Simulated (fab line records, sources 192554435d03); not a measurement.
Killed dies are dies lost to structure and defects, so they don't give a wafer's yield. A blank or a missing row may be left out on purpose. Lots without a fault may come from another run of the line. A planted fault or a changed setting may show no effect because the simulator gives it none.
fab line records | flow n5_finfet
record lots=5 wafers=15 last_day=19
route steps=1938 shown HKMG_FIN@449
lots that met no fault: from a run of the same line without faults
start_h: hours from the record's first day to the start of the lot's first wafer shown | wait_h: hours since the lot's step before | " the same as in the row above | L1.1+2: a row that stands for several wafers | - no value, or no start given | * or withheld: withheld | < > ~ a bound
route shown NAME@n: a module of which the file shows steps, and the number in the route of the first | usual: mean/standard deviation of fault-free wafers | same: alike in all rows | chamber/n: place in a boat | sites: the reading at each site | _std_site: their standard deviation | _edge_site: outer sites' mean less inner sites' | radius_mm: how far each site lies from the wafer's centre | mask NAME#n: copy n | behind: the tool/chamber that last shaped the wafer | hold: why the lot was held/for how many hours/how that ended | device: the transistor (n, p or np) that didn't switch | end of line: the same wafers' tests at the end of the route | a step without rows: its recipe alone | killed: dies lost to structure and defects at the first sort, not the wafer's yield | map: a wafer's dies, x killed, . not, _ none there
set.NAME: the setting as run; set.NAME@STEP: as run at that earlier step | model.NAME: the simulator's own value behind a step, which no gauge read
lots at some steps of the route; a table a step, a row a wafer
services: from which hour (start_h, from the record's first day; less than 0 if before it) a tool's chamber was out of use, for how many hours, and why
## steps
# step N5_HKMG_FIN_ALD_71
# recipe material=TiN target_thk_a=10 temp_c=400 ald_precursor_family=TiCl4 ald_co_reactant=NH3 pulse_time_s=1 purge_time_s=3 co_reactant_purge_time_s=2 co_reactant_pulse_time_s=2 ald_cycles=47 pressure_torr=3
# usual heater_power_w=881/87 precursor_pulse_height_rel=0.995/0.02
# columns lot.wafer tool chamber start_h wait_h heater_power_w precursor_pulse_height_rel
L076.1 ald_metal-02 2 92.82 0.0 889 0.979
L076.2 " 1 " " 980 1.004
L076.5 " 2 " " 877 1.008
L081.3 ald_metal-04 1 120.49 0.0 766 0.982
L081.4 " 2 " " 888 0.975
L081.5 " 1 " " 754 1.015
L089.1 ald_metal-02 0 174.19 0.0 1014 0.999
L089.4 " 1 " " 966 0.997
L089.6 " 3 " " 882 1.021
L092.3 ald_metal-01 0 187.28 0.0 839 0.995
L092.5 " 1 " " 875 0.993
L092.6 " 2 " " 859 0.958
L095.1 ald_metal-01 2 206.04 0.0 868 0.981
L095.3 " 1 " " 876 0.983
L095.4 " 0 " " 854 0.996
# step N5_HKMG_FIN_COAT_66
# recipe resist=SOC temp_c=250 time_s=60 spin_rpm=1500 resist_thk_nm=300
# usual dispense_pressure_kPa=51/5.8
# columns lot.wafer tool chamber start_h wait_h dispense_pressure_kPa
L076.1 litho_track-04 0 93.10 0.2 55
L076.2 " 0 " " 55
L076.5 " 0 " " 55
L081.3 litho_track-03 0 120.78 0.2 56
L081.4 " 0 " " 56
L081.5 " 0 " " 56
L089.1 litho_track-03 0 174.47 0.2 56
L089.4 " 0 " " 56
L089.6 " 0 " " 56
L092.3 litho_track-03 0 187.56 0.2 56
L092.5 " 0 " " 56
L092.6 " 0 " " 56
L095.1 litho_track-05 0 206.31 0.2 43
L095.3 " 0 " " 43
L095.4 " 0 " " 43
# step N5_HKMG_FIN_ETCH_67
# recipe chemistry=N2/H2 target=SOC target_depth_a=3889 stop_on=TiN ion_energy_ev=100 bias_w=61 pressure_mtorr=30 source_w=850 n2_flow_sccm=200 h2_flow_sccm=200
# usual drypump_motor_current_A=5.9/0.49 oes_product_au=0.81/0.081 rf_vpp_V=240.6/1.2 showerhead_plenum_p_Torr=2.53/0.091 throttle_valve_pct=17.74/0.25
# columns lot.wafer tool chamber start_h wait_h drypump_motor_current_A oes_product_au rf_hours_counter_h rf_vpp_V showerhead_plenum_p_Torr throttle_valve_pct
L076.1 rie_diel-03 3 93.16 - 5.6 0.71 209 241.4 2.63 18.34
L076.2 " 0 " " 6.0 0.86 38 240.2 2.49 17.90
L076.5 " 0 " " 6.0 0.87 - 240.6 2.49 17.92
L081.3 rie_diel-01 0 121.05 - 6.2 0.78 124 240.9 2.44 17.78
L081.4 " 3 " " 5.1 0.77 143 238.2 2.33 17.47
L081.5 " 2 " " 5.4 0.72 - 242.9 2.63 17.90
L089.1 rie_diel-05 2 174.53 - 5.6 0.75 191 241.4 2.64 17.98
L089.4 " 0 " " 5.4 0.84 55 241.6 2.58 17.67
L089.6 " 1 " " 6.2 0.92 - 240.5 2.48 17.51
L092.3 rie_diel-05 2 187.62 - 5.6 0.74 196 241.8 2.64 17.97
L092.5 " 1 " " 6.2 0.91 - 239.7 2.48 17.53
L092.6 " 2 " " 5.7 0.74 - 242.0 2.64 17.97
L095.1 rie_diel-03 3 206.41 - 5.6 0.68 244 242.3 2.61 18.40
L095.3 " 1 " " 6.5 0.84 51 240.8 2.58 17.58
L095.4 " 0 " " 6.0 0.82 79 240.2 2.47 17.99
# step N5_HKMG_FIN_STRIP_90
# recipe chemistry=N2/H2 material=SOC time_s=20 power_w=500 temp_c=40 pressure_mtorr=50 rf_frequency_hz=6e+07 bias_power_w=8 h2_frac=0.5 n2_flow_sccm=300 h2_flow_sccm=300
# usual drypump_motor_current_A=5.9/0.49 oes_product_au=0.82/0.085 rf_vpp_V=54.0/0.85 showerhead_plenum_p_Torr=3.35/0.12 throttle_valve_pct=18.9/0.33
# columns lot.wafer tool chamber start_h wait_h drypump_motor_current_A oes_product_au rf_hours_counter_h rf_vpp_V showerhead_plenum_p_Torr throttle_valve_pct
L076.1 rie_diel-03 3 93.22 0.0 5.6 0.71 210 55.4 3.47 19.6
L076.2 " 0 " " 6.0 0.88 38 53.9 3.29 19.6
L076.5 " 0 " " 6.0 0.88 - 54.4 3.29 19.5
L081.3 rie_diel-01 0 121.11 0.0 6.2 0.78 124 53.6 3.23 18.7
L081.4 " 3 " " 5.1 0.78 143 54.9 3.08 18.4
L081.5 " 2 " " 5.5 0.72 - 54.4 3.47 19.1
L089.1 rie_diel-05 2 174.59 0.0 5.6 0.77 191 55.7 3.48 19.2
L089.4 " 0 " " 5.4 0.85 56 54.6 3.40 19.0
L089.6 " 1 " " 6.2 0.93 - 52.6 3.28 18.7
L092.3 rie_diel-05 2 187.68 0.0 5.6 0.77 196 54.4 3.48 19.2
L092.5 " 1 " " 6.2 0.92 - 53.6 3.27 18.7
L092.6 " 2 " " 5.6 0.77 - 55.0 3.48 19.2
L095.1 rie_diel-03 3 206.47 0.0 5.6 0.68 244 54.2 3.45 19.6
L095.3 " 1 " " 6.5 0.85 51 55.6 3.41 18.7
L095.4 " 0 " " 6.0 0.82 80 52.9 3.27 19.6
# step N5_HKMG_FIN_WET_ETCH_73
# recipe chemistry=SC1 mix=1:2:40 temp_c=50 time_s=42.3 target_depth_nm=1.3 dry=ipa_marangoni rinse_time_s=30 rinse_temp_c=23
# usual bath_guard_temp_C=50.1/0.51
# columns lot.wafer tool chamber start_h wait_h bath_guard_temp_C
L076.1 wet_bench-01 5 93.32 0.1 51.2
L076.2 " 1 " " 49.7
L076.5 " 7 " " 49.7
L081.3 wet_bench-01 6 121.21 0.1 49.4
L081.4 " 7 " " 50.3
L081.5 " 5 " " 51.4
L089.1 wet_bench-05 4 174.69 0.1 50.3
L089.4 " 2 " " 50.3
L089.6 " 1 " " 50.1
L092.3 wet_bench-05 3 187.78 0.1 49.2
L092.5 " 6 " " 50.5
L092.6 " 2 " " 50.2
L095.1 wet_bench-01 4 206.57 0.1 50.9
L095.3 " 2 " " 49.6
L095.4 " 5 " " 51.2
# step N5_HKMG_FIN_ETCHBACK_68
# recipe chemistry=Cl2/Ar stop_on=HfO2 target_depth_a=5 pressure_mtorr=10 icp_w=600 bias_w=60 Cl2_flow_sccm=40 Ar_flow_sccm=60
# usual drypump_motor_current_A=5.8/0.42 oes_product_au=0.79/0.085 throttle_valve_pct=20.82/0.28
# columns lot.wafer tool chamber start_h wait_h drypump_motor_current_A oes_product_au rf_hours_counter_h throttle_valve_pct
L076.1 rie_metal-01 1 93.38 0.0 6.1 0.79 31 21.21
L076.2 " 0 " " 5.9 0.79 33 20.74
L076.5 " 0 " " 5.9 0.78 - 20.74
L081.3 rie_metal-01 0 121.34 0.1 5.9 0.78 - 20.76
L081.4 " 1 " " 6.0 0.79 - 21.20
L081.5 " 0 " " 5.9 0.78 - 20.74
L089.1 rie_metal-03 1 174.75 0.0 6.0 0.63 112 20.96
L089.4 " 0 " " 6.3 0.84 - 20.81
L089.6 " 1 " " 6.0 0.63 - 20.97
L092.3 rie_metal-01 1 187.87 0.1 6.0 0.75 - 21.23
L092.5 " 0 " " 5.9 0.76 - 20.76
L092.6 " 1 " " 6.1 0.75 - 21.24
L095.1 rie_metal-02 0 206.63 0.0 5.9 0.84 19 20.94
L095.3 " 0 " " 5.9 0.84 - 20.94
L095.4 " 1 " " 5.0 0.84 - 20.33
# step N5_HKMG_FIN_STRIP_69
# recipe chemistry=N2/H2 power_w=2500 temp_c=300 h2_frac=0.65 time_s=360 pressure_mtorr=withheld n2_flow_sccm=1750 h2_flow_sccm=3250
# usual drypump_motor_current_A=6.0/0.32 heater_power_w=464/45
# columns lot.wafer tool chamber start_h wait_h drypump_motor_current_A heater_power_w rf_hours_counter_h
L076.1 plasma_asher-02 1 93.52 0.1 5.5 479 41
L076.2 " 0 " " 5.7 379 41
L076.5 " 0 " " 5.7 383 -
L081.3 plasma_asher-02 0 121.56 0.2 5.7 379 -
L081.4 " 1 " " 5.6 483 -
L081.5 " 0 " " 5.7 393 -
L089.1 plasma_asher-01 1 174.89 0.1 6.3 499 105
L089.4 " 1 " " 6.4 497 -
L089.6 " 0 " " 6.1 473 -
L092.3 plasma_asher-02 0 188.09 0.2 5.7 395 -
L092.5 " 1 " " 5.5 465 -
L092.6 " 0 " " 5.7 399 -
L095.1 plasma_asher-01 1 206.78 0.1 6.4 498 112
L095.3 " 0 " " 6.1 480 -
L095.4 " 1 " " 6.3 512 -
# step N5_HKMG_FIN_ALD_21
# recipe material=TiN target_thk_a=15 temp_c=400 ald_precursor_family=TiCl4 ald_co_reactant=NH3 pulse_time_s=1 purge_time_s=3 co_reactant_purge_time_s=2 co_reactant_pulse_time_s=2 ald_cycles=68 pressure_torr=3
# usual heater_power_w=886/95 precursor_pulse_height_rel=0.999/0.021
# columns lot.wafer tool chamber start_h wait_h heater_power_w precursor_pulse_height_rel
L076.1 ald_metal-01 2 93.91 0.3 880 1.007
L076.2 " 3 " " 774 0.998
L076.5 " 2 " " 885 1.057
L081.3 ald_metal-01 3 121.83 0.1 747 1.021
L081.4 " 0 " " 858 0.991
L081.5 " 1 " " 906 0.999
L089.1 ald_metal-01 3 175.27 0.3 760 1.018
L089.4 " 0 " " 828 1.006
L089.6 " 2 " " 892 0.976
L092.3 ald_metal-04 2 188.36 0.1 870 0.979
L092.5 " 1 " " 742 0.982
L092.6 " 0 " " 1009 1.018
L095.1 ald_metal-04 1 207.16 0.3 788 1.005
L095.3 " 2 " " 867 0.999
L095.4 " 0 " " 1015 1.028
# step N5_HKMG_FIN_ALD_72
# recipe material=W target_thk_a=20 temp_c=300 pressure_torr=7.5 ald_precursor_family=WF6 ald_co_reactant=B2H6 pulse_time_s=1 purge_time_s=2 co_reactant_purge_time_s=2 co_reactant_pulse_time_s=3 ald_cycles=7
# usual heater_power_w=472/30 precursor_pulse_height_rel=1.000/0.021
# columns lot.wafer tool chamber start_h wait_h heater_power_w precursor_pulse_height_rel
L076.1 cvd_w-02 0 94.27 0.2 428 0.959
L076.2 " 1 " " 477 1.000
L076.5 " 1 " " 468 0.971
L081.3 cvd_w-02 1 122.21 0.2 477 1.038
L081.4 " 0 " " 430 1.006
L081.5 " 1 " " 480 1.009
L089.1 cvd_w-02 0 175.64 0.2 434 1.008
L089.4 " 0 " " 426 0.989
L089.6 " 0 " " 424 1.032
L092.3 cvd_w-02 0 188.74 0.2 430 0.969
L092.5 " 1 " " 473 0.994
L092.6 " 0 " " 433 0.986
L095.1 cvd_w-02 1 207.52 0.2 479 1.017
L095.3 " 1 " " 482 0.980
L095.4 " 1 " " 492 0.997
# step N5_HKMG_FIN_W_FILL_22
# recipe material=W target_thk_a=600 temp_c=400 pressure_torr=39.4 time_s=18.2
# usual heater_power_w=843/52 throttle_valve_pct=19.2/0.69
# columns lot.wafer tool chamber start_h wait_h heater_power_w throttle_valve_pct
L076.1 cvd_w-02 0 94.33 0.0 786 18.4
L076.2 " 1 " " 839 20.2
L076.5 " 1 " " 852 19.9
L081.3 cvd_w-02 1 122.26 0.0 841 20.2
L081.4 " 0 " " 761 18.3
L081.5 " 1 " " 842 20.1
L089.1 cvd_w-02 0 175.70 0.0 758 18.3
L089.4 " 0 " " 780 18.3
L089.6 " 0 " " 779 18.2
L092.3 cvd_w-02 0 188.79 0.0 741 18.4
L092.5 " 1 " " 865 20.3
L092.6 " 0 " " 736 18.6
L095.1 cvd_w-02 1 207.65 0.1 851 20.4
L095.3 " 1 " " 856 20.4
L095.4 " 1 " " 858 20.2
# step N5_HKMG_FIN_PRECLEAN_83
# recipe chemistry=DIW time_s=57.5 temp_c=23
# columns lot.wafer tool chamber start_h wait_h
L076.1+2+5 wet_bench-03 3,2,6 94.39 0.0
L081.3+4+5 wet_bench-03 0,7,5 122.31 0.0
L089.1+4+6 wet_bench-01 3,6,7 175.76 0.0
L092.3+5+6 wet_bench-03 1,0,7 188.84 0.0
L095.1+3+4 wet_bench-03 1,2,6 207.73 0.1
# step N5_HKMG_FIN_SRD_84
# recipe dry_time_s=32 dry=n2_spin spin_rpm=1500
# columns lot.wafer tool chamber start_h wait_h
L076.1+2+5 wet_bench-03 3,2,6 94.41 0.0
L081.3+4+5 wet_bench-03 0,7,5 122.33 0.0
L089.1+4+6 wet_bench-01 3,6,7 175.78 0.0
L092.3+5+6 wet_bench-03 1,0,7 188.86 0.0
L095.1+3+4 wet_bench-03 1,2,6 207.75 0.0
# step N5_HKMG_FIN_CMP_23
# recipe stop_on=SiNx t_overpolish_s=10 post_cmp_clean=rinse_only down_force_psi=4 platen_rpm=50.289 pad_velocity_m_s=1.0006 target_thk_nm=46.326
# usual motor_current_A=12.2/0.8 overpolish_run_s=9.99/0.083 time_to_endpoint_s=12.3/2.8
# columns lot.wafer tool chamber start_h wait_h motor_current_A overpolish_run_s time_to_endpoint_s
L076.1 cmp-02 2 94.44 0.0 14.0 10.00 13.6
L076.2 " 0 " " 11.8 10.01 11.9
L076.5 " 2 " " 13.3 10.00 16.5
L081.3 cmp-03 2 122.36 0.0 12.4 10.01 11.1
L081.4 " 0 " " 11.5 9.99 16.4
L081.5 " 2 " " 12.4 10.00 11.8
L089.4 cmp-03 2 175.97 0.2 12.3 10.01 13.4
L089.1 " 3 " " 12.4 10.00 11.9
L089.6 " 0 " " 10.6 9.99 16.1
L092.3 cmp-04 3 189.16 0.3 12.2 10.01 12.4
L092.5 " 1 " " 12.7 9.99 14.0
L092.6 " 2 " " 11.6 10.02 15.4
L095.1 cmp-04 2 207.86 0.1 11.4 9.54 18.9
L095.3 " 3 " " 13.0 10.00 14.6
L095.4 " 0 " " 11.0 10.00 13.3
# step N5_HKMG_FIN_CMP_94
# recipe stop_on=SiNx post_cmp_clean=w_dilute_nh4oh t_overpolish_s=4.7 down_force_psi=4 platen_rpm=50.289 pad_velocity_m_s=1.0006 target_thk_nm=43.299
# usual motor_current_A=12.2/0.89
# columns lot.wafer tool chamber start_h wait_h motor_current_A
L076.1 cmp-02 2 94.92 0.4 13.2
L076.2 " 0 " " 12.3
L076.5 " 2 " " 13.6
L081.3 cmp-03 2 122.84 0.4 13.3
L081.4 " 0 " " 11.1
L081.5 " 2 " " 12.1
L089.4 cmp-03 2 176.35 0.3 11.9
L089.1 " 3 " " 12.3
L089.6 " 0 " " 10.9
L092.3 cmp-04 3 189.54 0.3 13.5
L092.5 " 1 " " 12.5
L092.6 " 2 " " 11.0
L095.1 cmp-04 2 208.29 0.3 10.7
L095.3 " 3 " " 13.1
L095.4 " 0 " " 10.7
# step N5_HKMG_FIN_INSPECT_28
# recipe inspect_instrument=darkfield mode=post_cmp
# usual raw_defect_count=41/16
# columns lot.wafer tool chamber start_h wait_h raw_defect_count
L076.1 defect_inspect-02 - 95.15 0.0 64
L076.2 " - " " 48
L076.5 " - " " 79
L081.3 defect_inspect-02 - 123.07 0.0 49
L081.4 " - " " 54
L081.5 " - " " 51
L089.1 defect_inspect-02 - 176.52 0.0 25
L089.4 " - " " 32
L089.6 " - " " 56
L092.3 defect_inspect-02 - 189.71 0.0 45
L092.5 " - " " 31
L092.6 " - " " 75
L095.1 defect_inspect-01 - 208.49 0.0 43
L095.3 " - " " 20
L095.4 " - " " 28
## services
# columns tool chamber start_h hours kind
ald_metal-01 0 74.13 4.7 repair
cmp-03 - 77.30 4.0 pm
ald_metal-02 0 78.36 4.6 repair
cmp-03 - 81.30 - consumable_replace:conditioner
rie_metal-03 - 83.56 1.7 repair
rie_diel-05 1 84.10 21.9 repair
ald_metal-01 0 88.47 3.5 repair
cmp-03 - 91.82 0.2 repair
rie_diel-05 3 96.30 1.8 repair
rie_metal-03 - 99.25 2.8 pm
rie_diel-05 2 100.11 16.3 repair
cmp-02 - 118.45 4.0 pm
rie_diel-05 3 119.45 6.4 repair
cmp-02 - 132.23 5.9 pm
cmp-04 - 134.18 0.7 repair
cvd_w-02 - 140.14 0.9 repair
cvd_w-02 1 155.21 8.5 repair
rie_diel-03 2 157.49 2.7 repair
cmp-03 - 181.07 4.2 pm
ald_metal-02 2 183.39 4.4 repair
cmp-03 - 187.94 1.7 repair
ald_metal-02 3 196.45 26.9 repair
cmp-04 - 200.39 4.0 pm
cvd_w-02 0 207.08 2.7 repair
## key
fault none
